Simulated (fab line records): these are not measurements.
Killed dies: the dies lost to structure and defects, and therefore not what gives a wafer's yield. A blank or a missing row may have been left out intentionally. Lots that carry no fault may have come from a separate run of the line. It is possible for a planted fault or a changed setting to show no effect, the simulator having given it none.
Matching of chambers -- flow n5-finfet -- 3 sister chambers for N5_BEOL_M0_SAQP_PECVD_97 on pecvd-01
The step deposits SiNx from SiH4/NH3/N2, target thk 23 nm, time 19.9 s. 6 wafers are shown with their chamber, then 11 later ones without.

## WAFERS, EACH WITH ITS CHAMBER
wafer,chamber,showerhead-plenum-p-Torr (Torr),throttle-valve-pct (%)
L085.1,0,5.15,38.3
L085.4,0,5.15,38.6
L085.5,2,5.04,37.9
L087.1,2,5.04,37.7
L087.5,1,5.29,43.0
L089.2,1,5.30,43.0

## WAFERS WITHOUT THEIR CHAMBER
wafer,showerhead-plenum-p-Torr (Torr),throttle-valve-pct (%)
L089.3,5.03,37.9
L089.4,5.30,43.0
L090.1,5.31,43.2
L090.3,5.16,38.4
L090.4,5.16,38.7
L093.1,5.32,43.1
L093.4,5.30,43.1
L093.5,5.04,38.2
L097.2,5.04,38.3
L097.3,5.30,43.2
L097.5,5.29,43.2

## EACH ONE'S CHAMBER
wafer,from the rows above,in truth
L089.3,2,2
L089.4,1,1
L090.1,1,1
L090.3,0,0
L090.4,0,0
L093.1,1,1
L093.4,1,1
L093.5,2,2
L097.2,2,2
L097.3,1,1
L097.5,1,1
11 of 11 placed correctly. Can't be placed from these rows: 0. Number placed wrongly: 0.
How it was worked out, from the rows above alone: a wafer's distance from a chamber is the root of the sum, over the readings, of the square of ((its reading less the chamber's mean) divided by the reading's scatter). The wafer belongs to the nearest chamber; if the next one is less than 2 further off, it can't be placed. Each chamber's mean is taken over the wafers shown for it. The scatter: take each reading less its chamber's mean, square it, sum over the shown wafers, divide by the number of wafers less the number of chambers, and take the root.
